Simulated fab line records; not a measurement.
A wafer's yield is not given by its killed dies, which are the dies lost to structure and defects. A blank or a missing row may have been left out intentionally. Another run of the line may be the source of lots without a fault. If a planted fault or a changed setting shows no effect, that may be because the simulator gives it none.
Which tool was responsible? || flow n5Finfet || 36 wafers from 12 lots sampled at 5 of the route's 1938 steps

== WHAT THE GAUGES READ, wafer by wafer ==
N5_BEOL_M4_CD_MEAS_28: target cd 26.2 nm, target cd y 24.1 nm.
{"lot": "L074", "measured": "day 7 13:48", "on": "cdSem-03", "cdNm (nm)": "26.24 26.24 26.17"}
{"lot": "L077", "measured": "day 7 22:36", "on": "cdSem-03", "cdNm (nm)": "26.05 26.26 26.19"}
{"lot": "L078", "measured": "day 8 21:14", "on": "cdSem-03", "cdNm (nm)": "26.03 26.51 26.06"}
{"lot": "L082", "measured": "day 9 09:37", "on": "cdSem-02", "cdNm (nm)": "25.96 25.89 26.46"}
{"lot": "L083", "measured": "day 9 10:40", "on": "cdSem-01", "cdNm (nm)": "26.10 26.73 26.29"}
{"lot": "L085", "measured": "day 10 12:34", "on": "cdSem-02", "cdNm (nm)": "26.15 26.31 26.26"}
{"lot": "L087", "measured": "day 11 11:01", "on": "cdSem-03", "cdNm (nm)": "25.84 26.07 26.20"}
{"lot": "L089", "measured": "day 11 20:07", "on": "cdSem-01", "cdNm (nm)": "26.23 26.18 26.17"}
{"lot": "L090", "measured": "day 11 21:08", "on": "cdSem-01", "cdNm (nm)": "26.29 26.42 26.24"}
{"lot": "L093", "measured": "day 12 12:00", "on": "cdSem-02", "cdNm (nm)": "26.27 26.05 25.80"}
{"lot": "L095", "measured": "day 12 22:07", "on": "cdSem-01", "cdNm (nm)": "26.51 25.99 26.42"}
{"lot": "L097", "measured": "day 13 12:53", "on": "cdSem-01", "cdNm (nm)": "26.56 26.26 26.48"}

== WHICH TOOL RAN EACH LOT (tool, then ch and the chambers of the sampled wafers, then the start) ==
{"lot": "L074", "N5_BEOL_M3_ANNEAL_91": "pvdSputter-02, day 7 09:32", "N5_BEOL_M3_CO_CAP_55": "cvdCo-01 ch 0,1, day 7 11:00", "N5_BEOL_M4_ILD_DEP_00": "pecvd-01 ch 1,2, day 7 11:15", "N5_BEOL_M4_DESCUM_16": "rieDiel-06 ch 0,1,2, day 7 12:47"}
{"lot": "L077", "N5_BEOL_M3_ANNEAL_91": "pvdSputter-03, day 7 19:08", "N5_BEOL_M3_CO_CAP_55": "cvdCo-02 ch 0,2, day 7 20:35", "N5_BEOL_M4_ILD_DEP_00": "pecvd-02 ch 0,1,2, day 7 20:52", "N5_BEOL_M4_DESCUM_16": "rieDiel-06 ch 0,2,3, day 7 21:47"}
{"lot": "L078", "N5_BEOL_M3_ANNEAL_91": "pvdSputter-01, day 8 16:06", "N5_BEOL_M3_CO_CAP_55": "cvdCo-01 ch 0,1, day 8 17:41", "N5_BEOL_M4_ILD_DEP_00": "pecvd-01 ch 0,1,2, day 8 18:12", "N5_BEOL_M4_DESCUM_16": "rieDiel-02 ch 0,3, day 8 20:29"}
{"lot": "L082", "N5_BEOL_M3_ANNEAL_91": "pvdSputter-01, day 9 05:19", "N5_BEOL_M3_CO_CAP_55": "cvdCo-01 ch 1,2, day 9 06:46", "N5_BEOL_M4_ILD_DEP_00": "pecvd-01 ch 1,2, day 9 07:01", "N5_BEOL_M4_DESCUM_16": "rieDiel-02 ch 1,2,3, day 9 08:44"}
{"lot": "L083", "N5_BEOL_M3_ANNEAL_91": "pvdSputter-03, day 9 05:50", "N5_BEOL_M3_CO_CAP_55": "cvdCo-02 ch 0,1,2, day 9 07:46", "N5_BEOL_M4_ILD_DEP_00": "pecvd-02 ch 0,2, day 9 08:01", "N5_BEOL_M4_DESCUM_16": "rieDiel-05 ch 0,2, day 9 09:35"}
{"lot": "L085", "N5_BEOL_M3_ANNEAL_91": "pvdSputter-03, day 10 08:40", "N5_BEOL_M3_CO_CAP_55": "cvdCo-01 ch 0,2, day 10 10:08", "N5_BEOL_M4_ILD_DEP_00": "pecvd-02 ch 1,2, day 10 10:22", "N5_BEOL_M4_DESCUM_16": "rieDiel-05 ch 0,1,2, day 10 11:44"}
{"lot": "L087", "N5_BEOL_M3_ANNEAL_91": "pvdSputter-02, day 11 05:55", "N5_BEOL_M3_CO_CAP_55": "cvdCo-01 ch 0,1, day 11 07:22", "N5_BEOL_M4_ILD_DEP_00": "pecvd-04 ch 0,2, day 11 07:37", "N5_BEOL_M4_DESCUM_16": "rieDiel-06 ch 0,2, day 11 10:05"}
{"lot": "L089", "N5_BEOL_M3_ANNEAL_91": "pvdSputter-02, day 11 15:29", "N5_BEOL_M3_CO_CAP_55": "cvdCo-01 ch 0,1, day 11 17:10", "N5_BEOL_M4_ILD_DEP_00": "pecvd-01 ch 0,2, day 11 17:28", "N5_BEOL_M4_DESCUM_16": "rieDiel-05 ch 0,2, day 11 19:17"}
{"lot": "L090", "N5_BEOL_M3_ANNEAL_91": "pvdSputter-02, day 11 17:40", "N5_BEOL_M3_CO_CAP_55": "cvdCo-02 ch 0,1, day 11 19:07", "N5_BEOL_M4_ILD_DEP_00": "pecvd-02 ch 0,2, day 11 19:24", "N5_BEOL_M4_DESCUM_16": "rieDiel-06 ch 0,2,3, day 11 20:09"}
{"lot": "L093", "N5_BEOL_M3_ANNEAL_91": "pvdSputter-02, day 12 07:52", "N5_BEOL_M3_CO_CAP_55": "cvdCo-01 ch 1,2, day 12 09:31", "N5_BEOL_M4_ILD_DEP_00": "pecvd-02 ch 0,2, day 12 09:45", "N5_BEOL_M4_DESCUM_16": "rieDiel-06 ch 1,2, day 12 11:07"}
{"lot": "L095", "N5_BEOL_M3_ANNEAL_91": "pvdSputter-01, day 12 15:59", "N5_BEOL_M3_CO_CAP_55": "cvdCo-02 ch 0,2, day 12 17:26", "N5_BEOL_M4_ILD_DEP_00": "pecvd-02 ch 0,2, day 12 17:44", "N5_BEOL_M4_DESCUM_16": "rieDiel-06 ch 0,1, day 12 21:14"}
{"lot": "L097", "N5_BEOL_M3_ANNEAL_91": "pvdSputter-02, day 13 08:45", "N5_BEOL_M3_CO_CAP_55": "cvdCo-01 ch 0,1, day 13 10:13", "N5_BEOL_M4_ILD_DEP_00": "pecvd-04 ch 0,1,2, day 13 10:28", "N5_BEOL_M4_DESCUM_16": "rieDiel-02 ch 0,2,3, day 13 12:01"}
- N5_BEOL_M3_ANNEAL_91: time 240 s.
- N5_BEOL_M3_CO_CAP_55: material Co, precursor CCTBA/H2, target thk 2 nm, time 102.1 s.
- N5_BEOL_M4_ILD_DEP_00: deposits SiOC from DEMS/O2, target thk 79 nm, time 15.3 s.
- N5_BEOL_M4_DESCUM_16: chemistry O2, time 7 s.

== THE ANSWER, worked out from the rows above alone ==
Rule: usual is defined by the lots themselves. The widest of any qualifying gaps counts: lots, ordered by their means at a reading, are off when they make up no more than a third of the lots, leave a main group of 4 or more, and stand apart from it by 3 or more times the standard deviation of that group's means. If all means in a main group match to the digits the tables above print for the reading, that group is not used. Also off: a lot with no number at a reading for which 4 or more lots have one. All remaining lots with rows at the step are treated as sound.
No lot is off at any reading shown: from this, nothing can be told.

== WHAT THE SIMULATOR HAD PUT IN ==
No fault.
